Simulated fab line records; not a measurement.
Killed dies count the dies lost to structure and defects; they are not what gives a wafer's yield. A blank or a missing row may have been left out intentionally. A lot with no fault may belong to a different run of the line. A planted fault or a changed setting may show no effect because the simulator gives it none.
Matching of chambers + flow nandHarc + rieDiel-02 running NHARC_A_CONTACT_ETCH_78: 4 sister chambers
The step etches the open film in O2/COS, target depth 5300 nm, time 1378 s. 16 wafers are shown with their chamber, then 7 later ones without.

== EACH WAFER AND ITS CHAMBER ==
| wafer  | chamber | drypumpMotorCurrentA (A) | oesProductAu (a.u.) | showerheadPlenumPTorr (Torr) |
|--------|---------|--------------------------|---------------------|------------------------------|
| L643.1 | 2       | 5.2                      | 1.019               | 2.89                         |
| L643.3 | 1       | 5.8                      | 1.017               | 3.10                         |
| L643.4 | 0       | 4.9                      | 1.030               | 3.14                         |
| L644.2 | 0       | 4.8                      | 1.021               | 3.14                         |
| L644.5 | 2       | 5.2                      | 1.006               | 2.89                         |
| L644.6 | 3       | 6.5                      | 0.990               | 3.07                         |
| L647.1 | 1       | 5.8                      | 1.011               | 3.10                         |
| L647.4 | 3       | 6.5                      | 0.991               | 3.07                         |
| L654.3 | 3       | 6.5                      | 1.004               | 3.06                         |
| L654.5 | 3       | 6.5                      | 1.002               | 3.06                         |
| L654.6 | 2       | 5.2                      | 0.987               | 3.36                         |
| L657.1 | 0       | 4.9                      | 1.019               | 3.13                         |
| L657.2 | 1       | 5.8                      | 1.009               | 3.09                         |
| L657.5 | 0       | 4.8                      | 1.011               | 3.13                         |
| L660.3 | 3       | 6.5                      | 1.013               | 3.06                         |
| L660.4 | 2       | 5.2                      | 1.000               | 3.36                         |

SIGNATURES (means of the wafers above)
| reading               | chamber 0 | chamber 1 | chamber 2 | chamber 3 | scatter within a chamber |
|-----------------------|-----------|-----------|-----------|-----------|--------------------------|
| drypumpMotorCurrentA  | 4.850     | 5.800     | 5.200     | 6.500     | 0.0289                   |
| oesProductAu          | 1.02025   | 1.01233   | 1.00300   | 1.00000   | 0.00965                  |
| showerheadPlenumPTorr | 3.1350    | 3.0967    | 3.1250    | 3.0640    | 0.136                    |
Rule: distance of a wafer from a chamber = root of the sum over the readings of ((wafer's reading minus chamber's mean) / reading's scatter) squared. If the next closest chamber is less than 2 further off than the closest, the wafer can't be placed; otherwise it belongs to the closest. The scatter is the square root of a quotient: the sum, over the shown wafers, of each reading's squared deviation from its chamber's mean, divided by wafers minus chambers.

== WAFERS WITHOUT THEIR CHAMBER ==
| wafer  | drypumpMotorCurrentA (A) | oesProductAu (a.u.) | showerheadPlenumPTorr (Torr) |
|--------|--------------------------|---------------------|------------------------------|
| L660.5 | 4.8                      | 1.012               | 3.13                         |
| L661.1 | 5.2                      | 0.996               | 3.36                         |
| L661.5 | 5.8                      | 1.001               | 3.08                         |
| L661.6 | 5.2                      | 1.002               | 3.36                         |
| L664.1 | 5.7                      | 1.000               | 3.08                         |
| L664.4 | 6.5                      | 1.011               | 3.06                         |
| L664.5 | 4.9                      | 1.014               | 3.12                         |

== WHICH CHAMBER EACH ONE RAN IN ==
| wafer  | from the rows above | in truth |
|--------|---------------------|----------|
| L660.5 | 0                   | 0        |
| L661.1 | 2                   | 2        |
| L661.5 | 1                   | 1        |
| L661.6 | 2                   | 2        |
| L664.1 | 1                   | 1        |
| L664.4 | 3                   | 3        |
| L664.5 | 0                   | 0        |
Placed correctly: 7 of 7. Number that these rows cannot place: 0. Number placed wrongly: 0.
